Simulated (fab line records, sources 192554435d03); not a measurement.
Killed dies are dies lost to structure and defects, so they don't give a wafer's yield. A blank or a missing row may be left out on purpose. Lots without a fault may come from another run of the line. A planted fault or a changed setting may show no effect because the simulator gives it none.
Chamber matching | flow n5_finfet | N5_BEOL_M8_ETCH_72 on rie_diel-04: 4 sister chambers
The step etches underlayer in N2/H2, target depth 6.5 nm, time 5.2 s. 16 wafers are shown with their chamber, then 8 later ones without.

WAFERS WITH THEIR CHAMBER
wafer  | chamber | drypump_motor_current_A (A) | showerhead_plenum_p_Torr (Torr) | throttle_valve_pct (%)
L080.2 | 3       | 6.6                         | 2.59                            | 17.70
L080.3 | 2       | 4.9                         | 2.54                            | 17.54
L080.5 | 3       | 6.6                         | 2.59                            | 17.66
L081.1 | 3       | 6.5                         | 2.59                            | 17.66
L081.2 | 0       | 5.8                         | 2.47                            | 17.20
L081.5 | 0       | 5.7                         | 2.47                            | 17.21
L086.3 | 1       | 6.3                         | 2.58                            | 18.07
L086.4 | 2       | 4.9                         | 2.53                            | 17.58
L086.5 | 2       | 4.9                         | 2.53                            | 17.58
L084.2 | 2       | 4.9                         | 2.53                            | 17.59
L084.4 | 0       | 5.8                         | 2.46                            | 17.23
L084.5 | 0       | 5.8                         | 2.46                            | 17.24
L088.3 | 0       | 5.7                         | 2.46                            | 17.25
L088.5 | 0       | 5.7                         | 2.46                            | 17.25
L088.6 | 3       | 6.6                         | 2.59                            | 17.35
L089.2 | 3       | 6.6                         | 2.59                            | 17.38

SIGNATURES (means of the wafers above)
reading                  | chamber 0 | chamber 1 | chamber 2 | chamber 3 | scatter within a chamber
drypump_motor_current_A  | 5.750     | 6.300     | 4.900     | 6.580     | 0.0438
showerhead_plenum_p_Torr | 2.4633    | 2.5800    | 2.5325    | 2.5900    | 0.00417
throttle_valve_pct       | 17.2300   | 18.0700   | 17.5725   | 17.5500   | 0.0997
Rule: a wafer's distance from a chamber is the root of the sum, over the readings, of the square of ((its reading less the chamber's mean) divided by the reading's scatter). The wafer belongs to the nearest chamber; if the next one is less than 2 further off, it can't be placed. The scatter: the root of (the sum of the squares of (reading less its chamber's mean) over the shown wafers, divided by (wafers less chambers)).

WAFERS WITHOUT THEIR CHAMBER
wafer  | drypump_motor_current_A (A) | showerhead_plenum_p_Torr (Torr) | throttle_valve_pct (%)
L089.4 | 5.8                         | 2.46                            | 17.25
L089.6 | 5.7                         | 2.46                            | 17.26
L094.2 | 6.4                         | 2.58                            | 18.09
L094.3 | 6.5                         | 2.58                            | 17.39
L094.4 | 5.7                         | 2.45                            | 17.25
L092.1 | 6.5                         | 2.58                            | 17.41
L092.4 | 4.9                         | 2.52                            | 17.60
L092.6 | 6.6                         | 2.58                            | 17.40

WHICH CHAMBER EACH WENT THROUGH
wafer  | from the rows above | in truth
L089.4 | 0                   | 0
L089.6 | 0                   | 0
L094.2 | 1                   | 1
L094.3 | 3                   | 3
L094.4 | 0                   | 0
L092.1 | 3                   | 3
L092.4 | 2                   | 2
L092.6 | 3                   | 3
Placed correctly: 8 of 8. Can't be placed from these rows: 0. Placed wrongly: 0.
